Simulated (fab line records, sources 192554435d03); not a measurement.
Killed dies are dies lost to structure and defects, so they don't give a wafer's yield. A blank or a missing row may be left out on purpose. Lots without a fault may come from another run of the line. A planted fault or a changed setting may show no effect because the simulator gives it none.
Chamber matching | flow n5_finfet | N5_BEOL_M3_STRIP_36 on rie_diel-02: 4 sister chambers
The step strips in N2/H2. 4 wafers are shown with their chamber, then 10 later ones without.

WAFERS WITH THEIR CHAMBER
wafer  | chamber | drypump_motor_current_A (A)
L091.5 | 1       | 5.9
L091.6 | 2       | 5.2
L093.1 | 0       | 6.6
L093.2 | 3       | 5.9

WAFERS WITHOUT THEIR CHAMBER
wafer  | drypump_motor_current_A (A)
L093.4 | 5.9
L094.1 | 5.9
L094.2 | 6.6
L094.5 | 5.9
L095.2 | 6.5
L095.3 | 5.9
L095.4 | 5.3
L096.2 | 5.9
L096.3 | 5.9
L096.4 | 5.3

WHICH CHAMBER EACH WENT THROUGH
wafer  | from the rows above     | in truth
L093.4 | can't be placed: 1 or 3 | 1
L094.1 | can't be placed: 1 or 3 | 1
L094.2 | 0                       | 0
L094.5 | can't be placed: 1 or 3 | 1
L095.2 | 0                       | 0
L095.3 | can't be placed: 1 or 3 | 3
L095.4 | 2                       | 2
L096.2 | can't be placed: 1 or 3 | 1
L096.3 | can't be placed: 1 or 3 | 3
L096.4 | 2                       | 2
Placed correctly: 4 of 10. Can't be placed from these rows: 6 (the true chamber is among the candidates in 6). Placed wrongly: 0.
How it was worked out, from the rows above alone: a wafer's distance from a chamber is the root of the sum, over the readings, of the square of ((its reading less the chamber's mean) divided by the reading's scatter). The wafer belongs to the nearest chamber; if the next one is less than 2 further off, it can't be placed. A chamber's mean is the mean of its shown wafers. The scatter: with one shown wafer a chamber, the root of the mean of the squares of how far each hidden wafer lies from its nearest shown one.
